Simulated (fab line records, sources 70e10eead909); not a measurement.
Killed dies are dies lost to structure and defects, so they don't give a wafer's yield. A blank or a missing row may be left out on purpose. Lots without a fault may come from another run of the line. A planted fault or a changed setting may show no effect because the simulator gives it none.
fab line records | flow nand_harc
record lots=24 wafers=72 last_day=33
route steps=1302 shown A_SLIT@924 A_WL_FILL@976 A_CONTACT@985
lots that met no fault: from a run of the same line without faults
start_h: hours from the record's first day to the start of the lot's first wafer shown | wait_h: hours since the lot's step before | " the same as in the row above | L1.1+2: a row that stands for several wafers | - no value, or no start given | * or withheld: withheld | < > ~ a bound
route shown NAME@n: a module of which the file shows steps, and the number in the route of the first | usual: mean/standard deviation of fault-free wafers | same: alike in all rows | chamber/n: place in a boat | sites: the reading at each site | _std_site: their standard deviation | _edge_site: outer sites' mean less inner sites' | radius_mm: how far each site lies from the wafer's centre | mask NAME#n: copy n | behind: the tool/chamber that last shaped the wafer | hold: why the lot was held/for how many hours/how that ended | device: the transistor (n, p or np) that didn't switch | end of line: the same wafers' tests at the end of the route | a step without rows: its recipe alone | killed: dies lost to structure and defects at the first sort, not the wafer's yield | map: a wafer's dies, x killed, . not, _ none there
set.NAME: the setting as run; set.NAME@STEP: as run at that earlier step | model.NAME: the simulator's own value behind a step, which no gauge read
steps of the route over a sample of lots; a table a step, a row a wafer
services: from which hour (start_h, from the record's first day; less than 0 if before it) a tool's chamber was out of use, for how many hours, and why
## steps
# step NHARC_A_SLIT_DEP_23
# recipe target_thk_a=1000 target_thk_nm=100 temp_c=400 pressure_torr=3.5 flow_sccm=200 rf_w=350 material=SiON
# usual heater_power_w=738/91 rf_fwd_power_W=348.6/1.1
# columns lot.wafer tool chamber start_h wait_h heater_power_w rf_fwd_power_W
L075.3 pecvd-01 1 455.75 1.9 695 349.1
L075.1 " 0 " " 749 349.0
L075.6 " 0 " " 781 348.3
L074.1 pecvd-03 2 455.87 3.2 713 347.4
L074.2 " 0 " " 854 349.5
L074.6 " 1 " " 742 350.2
L076.3 pecvd-03 1 475.45 1.9 728 348.6
L076.2 " 0 " " 815 349.4
L076.4 " 2 " " 612 349.2
L077.1 pecvd-03 1 476.92 3.2 654 346.5
L077.5 " 1 " " 652 348.1
L077.6 " 2 " " 657 350.9
L078.6 pecvd-03 2 485.68 0.1 689 346.5
L078.4 " 0 " " 799 349.0
L078.5 " 1 " " 753 349.6
L079.2 pecvd-02 1 485.79 2.5 741 349.9
L079.5 " 1 " " 732 348.4
L079.6 " 2 " " 736 348.8
L080.1 pecvd-03 1 512.50 3.1 735 349.9
L080.6 " 2 " " 667 348.6
L080.4 " 0 " " 704 347.6
L081.1 pecvd-03 2 513.64 3.1 689 348.4
L081.3 " 1 " " 735 347.4
L081.6 " 0 " " 830 348.9
L082.2 pecvd-02 0 527.35 2.6 1102 348.2
L082.1 " 1 " " 733 349.0
L082.4 " 1 " " 752 348.2
L083.1 pecvd-03 2 539.48 3.2 666 347.6
L083.5 " 2 " " 676 347.5
L083.6 " 0 " " 805 348.4
L084.3 pecvd-01 0 558.35 1.9 699 349.4
L084.2 " 1 " " 806 348.2
L084.5 " 0 " " 713 348.6
L085.2 pecvd-01 0 565.29 2.5 617 347.6
L085.5 " 0 " " 626 347.2
L085.4 " 1 " " 825 349.8
L086.1 pecvd-03 1 565.43 3.1 705 349.1
L086.3 " 2 " " 688 348.4
L086.2 " 0 " " 802 348.6
L087.4 pecvd-03 0 574.87 1.4 721 346.6
L087.5 " 1 " " 654 348.3
L087.6 " 2 " " 721 348.0
L089.3 pecvd-03 1 589.90 1.9 689 348.6
L089.6 " 1 " " 699 347.0
L089.5 " 2 " " 687 349.7
L088.3 pecvd-01 1 594.18 1.9 796 348.4
L088.1 " 2 " " 586 348.4
L088.4 " 0 " " 698 350.2
L091.1 pecvd-01 1 608.37 3.2 844 350.6
L091.2 " 2 " " 664 349.9
L091.5 " 2 " " 648 352.2
L090.1 pecvd-01 1 623.60 3.1 834 349.4
L090.3 " 2 " " 602 348.2
L090.5 " 2 " " 611 349.8
L092.1 pecvd-03 2 631.43 3.2 663 347.2
L092.2 " 0 " " 785 349.6
L092.4 " 0 " " 817 347.4
L094.1 pecvd-01 2 645.04 3.1 660 346.5
L094.6 " 2 " " 666 348.9
L094.4 " 1 " " 825 349.2
L095.2 pecvd-03 0 645.09 2.6 680 349.9
L095.1 " 1 " " 734 349.8
L095.5 " 2 " " 769 349.1
L093.1 pecvd-02 1 645.12 3.2 706 350.6
L093.6 " 1 " " 759 350.6
L093.5 " 2 " " 696 348.0
L096.3 pecvd-01 2 648.80 1.9 651 345.9
L096.1 " 1 " " 825 349.8
L096.6 " 1 " " 823 347.7
L097.1 pecvd-03 2 682.04 3.2 733 348.3
L097.2 " 0 " " 709 347.2
L097.4 " 0 " " 749 348.3
# step NHARC_A_SLIT_DESCUM_14
# recipe time_s=3 o2_flow_sccm=200 ar_flow_sccm=0 bias_power_w=0 chemistry=O2
# usual drypump_motor_current_A=5.7/0.3 mfc_ar_sccm=0.008/0.011 oes_product_au=0.996/0.0077 rf_vpp_V=57.5/1 showerhead_plenum_p_Torr=1.87/0.077 throttle_valve_pct=11.312/0.0091
# columns lot.wafer tool chamber start_h wait_h drypump_motor_current_A mfc_ar_sccm oes_product_au rf_hours_counter_h rf_vpp_V showerhead_plenum_p_Torr throttle_valve_pct
L075.3 rie_diel-04 2 456.50 0.1 5.4 0 0.992 6.5 56.7 1.92 11.315
L075.1 " 3 " " 5.5 0 0.994 6.0 56.5 1.97 11.309
L075.6 " 2 " " 5.4 0 0.987 - 58.1 1.92 11.315
L074.2 rie_diel-09 2 456.71 0.1 5.9 0 1.000 5.5 58.3 1.79 11.312
L074.1 " 1 " " 5.8 0 0.986 7.3 56.4 1.83 11.317
L074.6 " 3 " " 6.4 0 1.000 - 57.9 1.81 11.315
L076.4 rie_diel-04 1 476.32 0.1 5.8 0.031 1.005 8.6 58.2 1.98 11.311
L076.3 " 2 " " 5.4 0 0.999 7.5 57.4 1.92 11.309
L076.2 " 0 " " 5.8 0 1.008 8.1 58.4 1.89 11.302
L077.1 rie_diel-09 3 477.78 0.1 6.3 0 0.993 9.3 57.1 1.81 11.295
L077.5 " 0 " " 5.6 0.019 0.989 - 57.2 1.78 11.303
L077.6 " 1 " " 5.8 0 0.989 - 57.9 1.83 11.329
L078.4 rie_diel-09 0 486.46 0.1 5.6 0.019 0.993 10.4 56.8 1.78 11.313
L078.6 " 0 " " 5.6 0.019 0.999 - 56.7 1.78 11.303
L078.5 " 1 " " 5.9 0 0.994 - 57.3 1.83 11.316
L079.2 rie_diel-04 2 486.63 0.1 5.4 0 0.989 8.4 58.8 1.92 11.310
L079.5 " 1 " " 5.8 0.031 0.996 - 58.7 1.98 11.320
L079.6 " 2 " " 5.4 0 0.989 - 59.4 1.92 11.317
L080.4 rie_diel-09 2 513.25 0.1 5.9 0 1.007 0.6 57.3 1.79 11.305
L080.1 " 0 " " 5.6 0.019 0.988 0.4 57.8 1.78 11.315
L080.6 " 2 " " 5.9 0 1.000 - 57.4 1.79 11.308
L081.1 rie_diel-09 3 514.53 0.1 6.3 0 1.002 1.1 57.3 1.81 11.306
L081.3 " 0 " " 5.6 0.019 0.991 0.9 57.0 1.78 11.294
L081.6 " 3 " " 6.3 0 1.005 - 55.6 1.81 11.306
L082.2 rie_diel-04 0 528.23 0.1 5.8 0 0.997 11.4 57.7 1.89 11.310
L082.1 " 1 " " 5.9 0.031 1.000 11.0 58.9 1.98 11.308
L082.4 " 1 " " 5.8 0.031 0.991 - 59.0 1.98 11.306
L083.1 rie_diel-09 0 540.23 0.1 5.6 0.019 0.993 2.7 56.7 1.78 11.323
L083.5 " 2 " " 5.9 0 1.005 - 57.3 1.79 11.322
L083.6 " 3 " " 6.4 0 1.004 - 56.0 1.81 11.319
L084.2 rie_diel-09 2 559.23 0.1 5.9 0 1.001 3.5 56.5 1.79 11.304
L084.3 " 0 " " 5.6 0.019 0.993 3.3 56.0 1.78 11.294
L084.5 " 1 " " 5.8 0 1.000 - 57.3 1.83 11.305
L085.2 rie_diel-04 3 566.16 0.1 5.5 0 0.984 0.6 57.8 1.97 11.339
L085.4 " 0 " " 5.8 0 1.006 0.5 57.7 1.89 11.313
L085.5 " 0 " " 5.8 0 1.005 - 58.8 1.89 11.328
L086.2 rie_diel-07 2 566.31 0.1 5.1 0.022 0.986 2.0 58.9 1.99 11.310
L086.1 " 3 " " 5.1 0.006 0.987 4.2 56.3 1.98 11.302
L086.3 " 1 " " 5.4 0.018 0.992 4.1 56.8 1.82 11.320
L087.4 rie_diel-09 2 575.67 0.1 5.9 0 1.014 4.8 54.7 1.79 11.313
L087.5 " 0 " " 5.6 0.019 0.984 - 56.8 1.78 11.322
L087.6 " 1 " " 5.8 0 1.002 - 57.2 1.83 11.303
L089.3 rie_diel-04 3 590.75 0.1 5.5 0 0.997 1.9 59.0 1.97 11.315
L089.6 " 0 " " 5.8 0 1.006 - 57.6 1.89 11.314
L089.5 " 1 " " 5.8 0.031 0.996 - 59.5 1.98 11.314
L088.4 rie_diel-09 0 595.05 0.1 5.7 0.019 0.990 6.7 59.0 1.78 11.287
L088.1 " 1 " " 5.8 0 0.996 6.7 56.0 1.83 11.314
L088.3 " 3 " " 6.3 0 1.001 5.9 55.5 1.81 11.309
L091.1 rie_diel-09 0 609.26 0.1 5.7 0.019 0.986 7.5 58.6 1.78 11.293
L091.2 " 2 " " 5.9 0 1.002 7.0 56.0 1.79 11.310
L091.5 " 3 " " 6.3 0 0.995 - 55.5 1.81 11.318
L090.1 rie_diel-04 3 624.36 0.1 5.5 0 0.996 3.5 58.3 1.97 11.312
L090.3 " 0 " " 5.8 0 1.011 3.8 57.6 1.89 11.328
L090.5 " 1 " " 5.8 0.031 0.993 - 56.3 1.98 11.321
L092.1 rie_diel-07 0 632.26 0.1 5.6 0.019 0.984 7.1 57.9 1.96 11.321
L092.4 " 2 " " 5.1 0.022 0.989 5.1 59.7 1.99 11.316
L092.2 " 3 " " 5.1 0.006 0.996 7.8 58.2 1.98 11.304
L094.1 rie_diel-09 0 645.90 0.1 5.6 0.019 0.979 8.3 57.4 1.78 11.320
L094.4 " 2 " " 5.8 0 1.003 8.4 56.6 1.79 11.291
L094.6 " 0 " " 5.6 0.019 0.992 - 56.5 1.78 11.326
L095.2 rie_diel-07 1 646.07 0.1 5.4 0.018 0.982 8.4 56.8 1.82 11.312
L095.1 " 2 " " 5.1 0.022 0.994 6.5 56.7 1.99 11.307
L095.5 " 3 " " 5.1 0.006 0.997 - 59.2 1.98 11.311
L093.1 rie_diel-04 0 646.21 0.1 5.8 0 1.007 5.7 56.7 1.89 11.314
L093.6 " 0 " " 5.8 0 1.005 - 57.8 1.89 11.312
L093.5 " 1 " " 5.8 0.031 0.986 - 58.2 1.98 11.327
L096.3 rie_diel-09 0 649.67 0.1 5.6 0.019 0.994 9.3 56.9 1.78 11.305
L096.1 " 3 " " 6.3 0 0.997 8.5 57.1 1.81 11.316
L096.6 " 0 " " 5.6 0.019 0.995 - 58.9 1.78 11.309
L097.4 rie_diel-04 1 682.88 0.1 5.9 0.031 0.987 8.3 59.8 1.98 11.331
L097.2 " 2 " " 5.5 0 1.016 7.8 57.3 1.92 11.306
L097.1 " 0 " " 5.8 0 1.014 7.6 58.3 1.89 11.307
# step NHARC_A_WL_FILL_CVD_20
# recipe target_thk_a=1000 temp_c=400 pressure_torr=40 wf6_flow_sccm=40 h2_flow_sccm=1600 ar_flow_sccm=1560 time_s=74 material=W
# usual heater_power_w=827/72 mfc_ar_sccm=1559/4.5 throttle_valve_pct=7.93/0.22
# columns lot.wafer tool chamber start_h wait_h heater_power_w mfc_ar_sccm throttle_valve_pct
L074.2 cvd_w-01 1 - - 718 1562 7.70
L074.1 " 0 " " 834 1557 7.70
L074.6 " 0 " " 829 1562 7.93
L075.1 cvd_w-02 0 - - 907 1563 7.84
L075.3 " 1 " " 807 1562 8.10
L075.6 " 1 " " 824 1560 7.53
L077.1 cvd_w-01 0 - - 829 1559 7.63
L077.5 " 0 " " 836 1565 7.59
L077.6 " 1 " " 710 1567 7.59
L076.2 cvd_w-02 1 - - 823 1554 8.26
L076.4 " 1 " " 817 1553 7.95
L076.3 " 0 " " 926 1564 8.05
L078.4 cvd_w-01 1 - - 738 1562 7.99
L078.5 " 1 " " 736 1556 7.92
L078.6 " 0 " " 836 1557 7.71
L079.2 cvd_w-02 1 - - 847 1557 7.97
L079.6 " 1 " " 816 1559 7.78
L079.5 " 0 " " 932 1558 8.22
L080.1 cvd_w-02 0 - - 920 1562 8.07
L080.4 " 1 " " 829 1565 8.03
L080.6 " 1 " " 829 1562 7.96
L081.1 cvd_w-01 0 - - 830 1557 7.77
L081.3 " 1 " " 705 1553 7.82
L081.6 " 0 " " 841 1553 7.64
L082.1 cvd_w-02 0 - - 914 1558 8.10
L082.2 " 1 " " 843 1552 8.01
L082.4 " 0 " " 930 1567 8.02
L083.1 cvd_w-01 1 - - 707 1568 7.84
L083.6 " 1 " " 723 1559 8.08
L083.5 " 0 " " 845 1559 7.65
L084.2 cvd_w-02 0 - - 900 1561 8.34
L084.3 " 1 " " 816 1561 8.41
L084.5 " 0 " " 917 1553 8.14
L086.1 cvd_w-01 1 - - 734 1562 7.86
L086.2 " 0 " " 833 1566 8.01
L086.3 " 0 " " 872 1565 7.79
L085.2 cvd_w-02 1 - - 812 1552 8.22
L085.4 " 0 " " 957 1561 8.15
L085.5 " 0 " " 911 1555 8.25
L087.4 cvd_w-02 0 - - 905 1555 8.27
L087.6 " 1 " " 805 1559 8.08
L087.5 " 0 " " 909 1553 8.06
L089.3 cvd_w-01 1 - - 730 1561 7.78
L089.6 " 0 " " 849 1564 7.69
L089.5 " 1 " " 708 1554 8.30
L088.1 cvd_w-01 0 - - 854 1559 7.96
L088.3 " 0 " " 850 1553 7.88
L088.4 " 1 " " 734 1557 7.56
L091.2 cvd_w-01 0 - - 860 1555 7.78
L091.1 " 1 " " 703 1560 7.64
L091.5 " 0 " " 850 1562 7.65
L090.1 cvd_w-01 0 - - 859 1564 7.57
L090.3 " 0 " " 859 1562 7.87
L090.5 " 0 " " 854 1556 7.74
L092.2 cvd_w-02 1 - - 810 1555 7.91
L092.1 " 0 " " 922 1552 8.25
L092.4 " 1 " " 812 1552 7.76
L095.2 cvd_w-01 1 - - 718 1561 8.08
L095.1 " 0 " " 864 1560 7.82
L095.5 " 0 " " 851 1557 7.64
L093.1 cvd_w-02 1 - - 825 1562 7.71
L093.5 " 1 " " 817 1555 7.63
L093.6 " 0 " " 886 1558 8.40
L094.1 cvd_w-01 0 - - 868 1561 7.77
L094.4 " 0 " " 861 1558 7.85
L094.6 " 0 " " 869 1563 7.76
L096.1 cvd_w-01 0 - - 848 1565 7.84
L096.3 " 0 " " 844 1553 8.07
L096.6 " 0 " " 865 1559 7.59
L097.1 cvd_w-02 0 - - 935 1565 7.87
L097.2 " 1 " " 808 1565 7.80
L097.4 " 1 " " 828 1561 7.80
# step NHARC_A_CONTACT_DEP_28
# recipe target_thk_a=70000 temp_c=400 material=aC
# usual throttle_valve_pct=34.999/0.0093
# columns lot.wafer tool chamber start_h wait_h throttle_valve_pct
L074.1 acl_dep-01 0 489.36 0.8 34.988
L074.2 " 0 " " 35.009
L074.6 " 0 492.99 4.5 35.009
L075.1 acl_dep-02 0 490.51 2.0 35.002
L075.3 " 0 491.92 3.4 34.995
L075.6 " 0 494.04 5.5 35.005
L077.1 acl_dep-01 0 510.48 0.5 34.982
L077.5 " 0 513.34 3.3 34.996
L077.6 " 0 " " 34.992
L076.2 acl_dep-02 0 513.19 3.1 34.987
L076.3 " 0 " " 35.002
L076.4 " 0 " " 34.997
L078.4 acl_dep-03 0 521.08 2.2 35.002
L078.5 " 0 " " 34.996
L078.6 " 0 " " 34.999
L079.2 acl_dep-02 0 526.94 1.2 34.992
L079.5 " 0 529.05 3.3 35.031
L079.6 " 0 " " 34.986
L080.1 acl_dep-01 0 545.12 0.1 34.993
L080.4 " 0 547.23 2.2 34.997
L080.6 " 0 548.63 3.6 35.009
L081.1 acl_dep-03 0 545.14 0.1 34.984
L081.3 " 0 546.56 1.5 35.001
L081.6 " 0 548.69 3.6 34.998
L082.1 acl_dep-01 0 562.33 2.1 35.018
L082.2 " 0 " " 34.989
L082.4 " 0 564.48 4.2 34.998
L083.1 acl_dep-02 0 574.76 1.3 35.007
L083.5 " 0 577.57 4.1 35.006
L083.6 " 0 " " 34.999
L084.2 acl_dep-01 0 593.12 0.8 34.990
L084.3 " 0 " " 34.997
L084.5 " 0 595.26 2.9 34.992
L086.1 acl_dep-01 0 597.84 0.1 35.006
L086.2 " 0 " " 34.985
L086.3 " 0 " " 35.000
L085.2 acl_dep-03 0 598.55 0.8 34.988
L085.4 " 0 599.96 2.2 35.013
L085.5 " 0 " " 34.999
L087.4 acl_dep-03 0 614.61 4.1 35.001
L087.5 " 0 " " 34.996
L087.6 " 0 " " 34.987
L089.3 acl_dep-01 0 626.34 3.7 35.006
L089.5 " 0 627.75 5.1 34.976
L089.6 " 0 " " 34.992
L088.1 acl_dep-01 0 634.38 0.1 34.992
L088.3 " 0 635.80 1.5 34.991
L088.4 " 0 " " 35.002
L091.1 acl_dep-01 0 646.92 4.6 34.991
L091.2 " 0 " " 34.999
L091.5 " 0 649.81 7.5 35.020
L090.1 acl_dep-02 0 656.93 0.1 35.006
L090.3 " 0 658.38 1.5 35.004
L090.5 " 0 659.82 2.9 35.004
L092.1 acl_dep-02 0 667.82 0.1 34.993
L092.2 " 0 " " 35.004
L092.4 " 0 669.96 2.2 35.013
L095.1 acl_dep-02 0 681.33 3.0 35.013
L095.2 " 0 " " 34.993
L095.5 " 0 684.20 5.8 35.002
L093.1 acl_dep-01 0 687.64 4.7 34.995
L093.5 " 0 690.45 7.5 35.001
L093.6 " 0 " " 34.994
L094.1 acl_dep-03 0 688.06 5.1 35.007
L094.4 " 0 690.20 7.2 35.002
L094.6 " 0 691.62 8.6 35.003
L096.1 acl_dep-02 0 693.83 0.8 34.987
L096.3 " 0 695.25 2.2 35.008
L096.6 " 0 697.38 4.3 35.001
L097.1 acl_dep-02 0 714.14 0.1 35.019
L097.2 " 0 " " 35.002
L097.4 " 0 716.27 2.2 35.001
# step NHARC_A_CONTACT_ETCH_78
# recipe target_depth_a=53000 over_etch_frac=0.3 time_s=1378 ion_energy_ev=150 o2_flow_sccm=400 cos_flow_sccm=20 ar_flow_sccm=0 rf_w=500 bias_w=300 chemistry=O2/COS
# usual drypump_motor_current_A=5.9/0.37 mfc_ar_sccm=0.010/0.013 oes_product_au=1.000/0.0077 rf_fwd_power_W=499.8/1.4 rf_vpp_V=313.9/2.3 showerhead_plenum_p_Torr=3.11/0.15 throttle_valve_pct=28.331/0.0088
# columns lot.wafer tool chamber start_h wait_h drypump_motor_current_A mfc_ar_sccm oes_product_au rf_fwd_power_W rf_hours_counter_h rf_vpp_V showerhead_plenum_p_Torr throttle_valve_pct
L074.2 rie_diel-03 0 - - 5.8 0.031 1.004 501.1 9 311.5 2.94 28.334
L074.1 " 2 " " 6.0 0 0.991 501.3 9 309.7 2.92 28.318
L074.6 " 3 " " 6.1 0.014 1.009 500.8 - 315.3 3.28 28.336
L075.1 rie_diel-10 2 - - 5.8 0.011 0.994 500.7 27 316.0 3.27 28.334
L075.3 " 0 " " 5.0 0.004 0.997 499.6 23 314.9 3.14 28.350
L075.6 " 2 " " 5.8 0.011 0.989 501.7 - 316.1 3.27 28.343
L077.1 rie_diel-03 1 - - 6.3 0 1.008 502.2 9 315.0 3.29 28.330
L077.5 " 2 " " 6.0 0 1.002 496.7 - 311.0 2.92 28.339
L077.6 " 3 " " 6.2 0.014 1.015 500.1 - 316.4 3.27 28.326
L076.2 rie_diel-10 0 - - 5.0 0.004 0.995 501.6 29 314.9 3.14 28.332
L076.3 " 1 " " 6.5 0 1.001 498.5 34 315.2 3.17 28.337
L076.4 " 2 " " 5.8 0.011 0.997 500.4 35 317.0 3.27 28.331
L078.4 rie_diel-03 1 - - 6.3 0 1.008 498.9 11 317.0 3.29 28.324
L078.5 " 2 " " 6.0 0 0.994 498.3 - 311.5 2.92 28.325
L078.6 " 3 " " 6.1 0.014 1.008 500.5 - 317.6 3.27 28.342
L079.2 rie_diel-03 1 - - 6.4 0 1.004 500.8 13 316.3 3.29 28.331
L079.6 " 2 " " 6.0 0 0.996 499.6 - 312.3 2.92 28.328
L079.5 " 3 " " 6.2 0.014 1.002 499.8 - 316.5 3.27 28.316
L080.4 rie_diel-03 2 - - 6.0 0 0.983 499.5 19 311.4 2.92 28.344
L080.1 " 0 " " 5.7 0.031 1.002 500.4 19 310.6 2.93 28.315
L080.6 " 2 " " 6.0 0 0.986 501.4 - 311.8 2.92 28.324
L081.1 rie_diel-03 1 - - 6.3 0 0.993 500.9 16 316.0 3.28 28.344
L081.3 " 3 " " 6.1 0.014 0.999 499.9 20 316.5 3.27 28.324
L081.6 " 1 " " 6.3 0 1.007 500.8 - 316.3 3.28 28.322
L082.4 rie_diel-03 1 - - 6.3 0 1.009 497.6 19 315.4 3.28 28.334
L082.2 " 2 " " 6.0 0 0.988 501.7 23 311.5 2.91 28.342
L082.1 " 3 " " 6.2 0.014 0.996 499.7 24 315.8 3.27 28.330
L083.1 rie_diel-03 1 - - 6.4 0 1.010 498.9 21 316.4 3.28 28.321
L083.5 " 0 " " 5.7 0.031 0.990 497.4 - 311.5 2.93 28.350
L083.6 " 1 " " 6.4 0 0.998 497.0 - 316.8 3.28 28.336
L084.3 rie_diel-10 0 - - 5.0 0.004 1.013 500.0 0 314.4 3.12 28.344
L084.2 " 2 " " 5.8 0.011 1.009 498.9 1 317.0 3.26 28.326
L084.5 " 3 " " 5.8 0.002 1.008 498.8 - 312.1 2.99 28.329
L085.4 rie_diel-03 3 - - 6.2 0.014 1.008 500.5 28 316.6 3.27 28.317
L085.2 " 1 " " 6.4 0 1.008 499.0 25 315.6 3.28 28.330
L085.5 " 2 " " 6.0 0 1.004 499.0 - 311.5 2.91 28.332
L086.2 rie_diel-10 3 - - 5.8 0.002 0.992 498.7 2 312.7 2.99 28.339
L086.1 " 1 " " 6.4 0 0.993 499.4 2 314.6 3.16 28.330
L086.3 " 2 " " 5.9 0.011 0.997 497.6 2 315.1 3.26 28.344
L087.4 rie_diel-03 2 - - 6.0 0 0.998 500.3 31 309.9 2.91 28.323
L087.5 " 0 " " 5.8 0.031 0.992 499.2 - 311.3 2.92 28.318
L087.6 " 1 " " 6.3 0 0.996 499.0 - 316.1 3.28 28.335
L089.3 rie_diel-10 0 - - 5.0 0.004 1.005 500.2 15 315.3 3.12 28.333
L089.6 " 0 " " 5.0 0.004 1.009 501.6 - 313.5 3.12 28.327
L089.5 " 1 " " 6.4 0 1.006 500.3 - 314.7 3.16 28.329
L088.3 rie_diel-01 3 - - 5.9 0.045 0.998 501.0 32 313.5 3.13 28.338
L088.4 " 0 " " 5.5 0.032 1.004 500.8 32 315.4 3.13 28.333
L088.1 " 1 " " 6.2 0 1.007 500.3 28 315.4 3.27 28.334
L091.2 rie_diel-03 2 - - 6.0 0 0.998 502.6 2 311.0 2.91 28.313
L091.1 " 3 " " 6.2 0.014 1.000 500.9 2 316.1 3.26 28.324
L091.5 " 2 " " 6.0 0 0.998 500.7 - 311.1 2.91 28.334
L090.1 rie_diel-03 1 - - 6.4 0 0.996 501.9 4 316.2 3.27 28.346
L090.3 " 2 " " 6.0 0 0.997 499.8 5 309.7 2.91 28.318
L090.5 " 1 " " 6.4 0 1.006 498.0 - 317.4 3.27 28.349
L092.1 rie_diel-03 0 - - 5.7 0.031 0.992 497.8 7 311.3 2.92 28.317
L092.2 " 1 " " 6.3 0 0.993 499.4 7 317.0 3.27 28.335
L092.4 " 2 " " 6.0 0 1.006 500.6 - 309.5 2.91 28.339
L095.2 rie_diel-03 1 - - 6.3 0 0.987 498.8 9 315.9 3.27 28.332
L095.1 " 2 " " 6.0 0 0.990 497.1 9 311.1 2.91 28.337
L095.5 " 1 " " 6.3 0 0.998 497.9 - 315.0 3.27 28.313
L094.4 rie_diel-01 1 - - 6.1 0 0.998 496.9 43 316.8 3.27 28.323
L094.1 " 2 " " 5.5 0.011 1.005 497.7 44 313.3 3.10 28.320
L094.6 " 3 " " 5.8 0.045 1.005 503.8 - 314.8 3.13 28.318
L093.1 rie_diel-10 3 - - 5.9 0.002 0.988 500.8 31 312.8 2.98 28.347
L093.5 " 3 " " 5.9 0.002 0.994 500.3 - 312.1 2.98 28.342
L093.6 " 0 " " 5.0 0.004 1.004 499.8 - 312.6 3.11 28.312
L096.3 rie_diel-03 0 - - 5.7 0.031 1.007 500.0 11 310.8 2.92 28.326
L096.1 " 1 " " 6.3 0 0.998 496.6 11 315.9 3.27 28.334
L096.6 " 2 " " 6.0 0 0.991 499.2 - 312.0 2.90 28.333
L097.2 rie_diel-01 2 - - 5.5 0.011 1.004 498.8 54 314.7 3.09 28.330
L097.1 " 1 " " 6.1 0 1.009 502.6 55 317.2 3.26 28.343
L097.4 " 1 " " 6.1 0 1.021 502.2 - 316.0 3.26 28.341
# step NHARC_A_CONTACT_ETCH_124
# recipe source_w=withheld pressure_mtorr=20 bias_v=withheld time_s=140 target_depth_a=7000 ar_flow_sccm=withheld c4f8_flow_sccm=withheld o2_flow_sccm=withheld chemistry=C4F8/O2/Ar
# usual oes_air_line_au=1.001/0.02
# columns lot.wafer tool chamber start_h wait_h oes_air_line_au rf_hours_counter_h
L074.1 har_cap_etch-03 1 506.72 - 1.029 42
L074.2 " 0 " " 0.992 42
L074.6 " 0 " " 0.971 -
L075.1 har_cap_etch-02 1 508.43 - 1.011 86
L075.3 " 1 " " 0.995 -
L075.6 " 1 " " 0.991 -
L077.1 har_cap_etch-03 0 528.71 - 0.972 46
L077.5 " 0 " " 0.971 -
L077.6 " 1 " " 1.028 -
L076.2 har_cap_etch-01 1 529.45 - 1.012 4
L076.4 " 0 " " 1.005 -
L076.3 " 1 " " 0.992 -
L078.4 har_cap_etch-03 1 536.24 - 1.023 -
L078.6 " 1 " " 0.987 -
L078.5 " 0 " " 0.977 -
L079.2 har_cap_etch-03 1 544.95 - 1.035 49
L079.5 " 0 " " 1.006 -
L079.6 " 1 " " 1.037 -
L080.1 har_cap_etch-03 1 562.49 - 1.019 52
L080.4 " 0 " " 0.986 -
L080.6 " 1 " " 1.024 -
L081.1 har_cap_etch-02 0 563.89 - 0.967 97
L081.3 " 0 " " 0.977 -
L081.6 " 0 " " 0.975 -
L082.2 har_cap_etch-01 1 580.20 - 1.037 13
L082.1 " 0 " " 0.991 13
L082.4 " 0 " " 1.016 -
L083.1 har_cap_etch-01 1 592.24 - 0.990 14
L083.5 " 0 " " 1.031 -
L083.6 " 1 " " 0.984 -
L084.2 har_cap_etch-03 1 609.30 - 0.975 60
L084.3 " 1 " " 0.975 -
L084.5 " 0 " " 0.981 -
L085.2 har_cap_etch-01 0 614.51 - 1.024 19
L085.4 " 0 " " 0.974 -
L085.5 " 0 " " 1.013 -
L086.1 har_cap_etch-02 0 614.97 - 1.008 105
L086.2 " 1 " " 1.034 105
L086.3 " 1 " " 0.991 -
L087.4 har_cap_etch-01 1 631.09 - 1.001 -
L087.5 " 0 " " 1.037 -
L087.6 " 1 " " 0.989 -
L089.3 har_cap_etch-02 0 642.97 - 0.997 -
L089.5 " 0 " " 1.007 -
L089.6 " 1 " " 0.975 -
L088.1 har_cap_etch-01 0 655.10 - 0.991 26
L088.4 " 0 " " 1.009 -
L088.3 " 1 " " 0.988 -
L091.1 har_cap_etch-03 1 663.64 - 0.979 69
L091.2 " 0 " " 0.977 69
L091.5 " 1 " " 0.995 -
L090.1 har_cap_etch-02 1 676.35 - 0.973 116
L090.3 " 1 " " 0.982 -
L090.5 " 0 " " 0.998 -
L092.1 har_cap_etch-02 0 691.52 - 1.001 118
L092.2 " 1 " " 1.007 118
L092.4 " 0 " " 0.995 -
L095.1 har_cap_etch-02 0 699.75 - 1.027 119
L095.2 " 1 " " 1.029 119
L095.5 " 1 " " 1.000 -
L094.1 har_cap_etch-03 0 705.16 - 0.989 78
L094.4 " 0 " " 1.002 -
L094.6 " 0 " " 1.013 -
L093.1 har_cap_etch-02 0 705.81 - 1.018 121
L093.5 " 0 " " 0.986 -
L093.6 " 1 " " 0.990 -
L096.1 har_cap_etch-03 1 712.34 - 0.978 80
L096.3 " 0 " " 0.985 -
L096.6 " 1 " " 0.952 -
L097.2 har_cap_etch-03 1 731.69 - 1.020 84
L097.1 " 0 " " 0.989 84
L097.4 " 0 " " 1.007 -
## services
# columns tool chamber start_h hours kind
cvd_w-02 - 450.00 13.0 pm
rie_diel-03 - 458.36 9.0 pm
acl_dep-01 - 467.36 4.6 repair
rie_diel-03 1 493.69 3.4 repair
rie_diel-09 - 497.10 9.0 pm
rie_diel-04 2 526.44 2.9 repair
rie_diel-04 - 531.98 9.0 pm
pecvd-03 - 547.00 13.0 pm
cvd_w-01 - 547.51 13.0 pm
acl_dep-01 - 549.33 13.0 pm
rie_diel-04 - 552.14 2.3 repair
rie_diel-03 - 598.97 1.0 repair
acl_dep-02 - 606.83 13.0 pm
rie_diel-04 - 617.80 0.2 repair
cvd_w-02 - 631.06 13.0 pm
rie_diel-03 - 635.36 9.0 pm
rie_diel-09 - 640.04 0.2 repair
cvd_w-02 - 651.29 0.5 repair
rie_diel-03 - 654.68 0.5 repair
rie_diel-09 - 674.15 9.0 pm
cvd_w-01 1 683.97 17.3 repair
rie_diel-04 1 703.90 2.0 repair
pecvd-03 - 728.00 13.0 pm
cvd_w-01 - 728.51 13.0 pm
## key
fault none
